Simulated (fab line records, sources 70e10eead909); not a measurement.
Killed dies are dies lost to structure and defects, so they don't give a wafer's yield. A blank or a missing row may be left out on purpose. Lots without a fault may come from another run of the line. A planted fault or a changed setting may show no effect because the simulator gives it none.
One fault seen from 2 desks | flow nand_harc | each desk has only its own numbers; what lay behind them comes last

THE TOOL OWNER'S DESK: rie_metal-01
The tool's own readings at NHARC_THIN_TSV_ETCH_59 (etches the open film in Cl2/BCl3, target depth 880 nm, time 138.1 s): means of the sampled wafers that have a number, for each lot that ran on this tool. A lot is out of limits, marked OUT, if its mean lies more than 4 standard deviations from the usual mean; the brackets give that distance.
Columns: A = chamber_pressure_mTorr at NHARC_THIN_TSV_ETCH_59, usual 9.999 mTorr; B = drypump_motor_current_A at NHARC_THIN_TSV_ETCH_59, usual 5.7 A; C = oes_product_au at NHARC_THIN_TSV_ETCH_59, usual 0.999 a.u.; D = run_length_s at NHARC_THIN_TSV_ETCH_59, usual 159.7 s; E = throttle_valve_pct at NHARC_THIN_TSV_ETCH_59, usual 22.263 %
lot  | first seen here | A      | B   | C     | D               | E
L329 | day 19 08:13    | 9.998  | 5.7 | 1.001 | 159.7           | 22.265
L333 | day 19 10:28    | 10.000 | 5.7 | 1.007 | 159.8           | 22.268
L340 | day 22 22:38    | 10.002 | 5.7 | 1.010 | 154.6 (-15) OUT | 22.263
This desk's finding: out of limits on L340; first on L340, day 22 22:38 (run_length_s at NHARC_THIN_TSV_ETCH_59). In limits: L329, L333.

THE METROLOGY DESK
What the gauges read, lot by lot, whatever tool the lot ran on: means of the sampled wafers that have a number. A lot is out of limits, marked OUT, if its mean lies more than 4 standard deviations from the usual mean; the brackets give that distance.
Columns: A = cd_nm at NHARC_THIN_TSV_CD_MEAS_37, usual 5001.2 nm
lot  | first seen here | A
L329 | day 19 09:33    | 5003.7
L330 | day 19 10:55    | 5001.0
L333 | day 19 11:35    | 5003.2
L331 | day 19 15:59    | 4998.3
L335 | day 20 21:30    | 4999.2
L337 | day 21 10:22    | 5001.9
L340 | day 22 23:47    | 5002.8
L346 | day 23 01:35    | 4998.0
L344 | day 23 15:58    | 5000.7
L347 | day 23 21:07    | 4998.6
L348 | day 24 00:31    | 5001.1
L350 | day 24 17:35    | 5001.6
L351 | day 24 21:09    | 5002.3
This desk's finding: nothing out of limits on any of the 13 lots.

PUT TOGETHER
The tool owner's desk could have raised an alarm at day 22 22:38, on L340.
The metrology desk saw nothing out of limits.
The metrology desk has L340 on record, within its limits.
Of the lots named, all ran NHARC_THIN_TSV_ETCH_59 on rie_metal-01.

WHAT THE SIMULATOR HAD PUT IN
Process parameter drift: rie_metal-01, from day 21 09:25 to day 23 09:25, at NHARC_THIN_TSV_ETCH_59. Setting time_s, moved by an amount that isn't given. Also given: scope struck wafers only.
Lots struck among those shown: L340.
Hours from the fault's start to each desk's first reading out of limits: the tool owner's desk, 37.
